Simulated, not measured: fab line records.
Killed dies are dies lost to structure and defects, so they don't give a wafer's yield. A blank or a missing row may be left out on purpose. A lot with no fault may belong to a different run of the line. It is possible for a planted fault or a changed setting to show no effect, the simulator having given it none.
Chamber matching ; flow n5Finfet ; rieDiel-05 running N5_BEOL_M5_STRIP_36: 4 sister chambers
The step strips in N2/H2. 18 wafers are shown with their chamber, then 9 later ones without.

== WAFERS WITH THEIR CHAMBER ==
wafer;chamber;showerheadPlenumPTorr (Torr);drypumpMotorCurrentA (A);throttleValvePct (%)
L074.1;3;2.63;5.8;23.9
L074.4;1;2.59;6.0;23.3
L074.6;1;2.59;6.0;23.3
L081.1;2;2.45;5.0;23.6
L081.2;0;2.44;5.1;23.8
L081.4;2;2.45;5.0;23.6
L077.2;3;2.63;5.8;23.9
L077.4;0;2.43;5.1;23.8
L077.6;2;2.45;5.0;23.6
L083.1;2;2.45;5.0;23.6
L083.5;3;2.63;5.8;23.9
L083.6;2;2.45;5.0;23.6
L084.3;0;2.43;5.2;23.7
L084.4;0;2.43;5.2;23.7
L084.6;2;2.45;5.0;23.6
L086.1;0;2.43;5.1;23.8
L086.3;1;2.59;6.0;22.9
L086.6;2;2.44;5.1;23.6

SIGNATURES (means of the wafers above)
reading;chamber 0;chamber 1;chamber 2;chamber 3;scatter within a chamber
showerheadPlenumPTorr;2.4320;2.5900;2.4486;2.6300;0.00344
drypumpMotorCurrentA;5.140;6.000;5.014;5.800;0.0383
throttleValvePct;23.760;23.167;23.600;23.900;0.0921
Rule: a wafer lies at a distance from a chamber equal to the root of the sum of squares, over the readings, of (its reading less the chamber's mean, divided by the reading's scatter). If the next closest chamber is less than 2 further off than the closest, the wafer can't be placed; otherwise it belongs to the closest. How the scatter is found: for the shown wafers, subtract from each reading the mean of its chamber, square and add these, divide the total by (wafers less chambers), then take the root.

== WAFERS WITH NO CHAMBER GIVEN ==
wafer;showerheadPlenumPTorr (Torr);drypumpMotorCurrentA (A);throttleValvePct (%)
L088.1;2.44;5.0;23.6
L088.4;2.62;5.8;23.9
L088.5;2.62;5.8;23.9
L095.2;2.44;5.0;23.6
L095.5;2.42;5.1;23.8
L095.6;2.58;6.0;22.9
L097.2;2.61;5.8;23.9
L097.3;2.58;6.0;22.9
L097.6;2.42;5.1;23.8

== EACH ONE'S CHAMBER ==
wafer;from the rows above;in truth
L088.1;2;2
L088.4;3;3
L088.5;3;3
L095.2;2;2
L095.5;0;0
L095.6;1;1
L097.2;3;3
L097.3;1;1
L097.6;0;0
Correctly placed: 9 of 9. Not placeable from these rows: 0. Wrongly placed: 0.
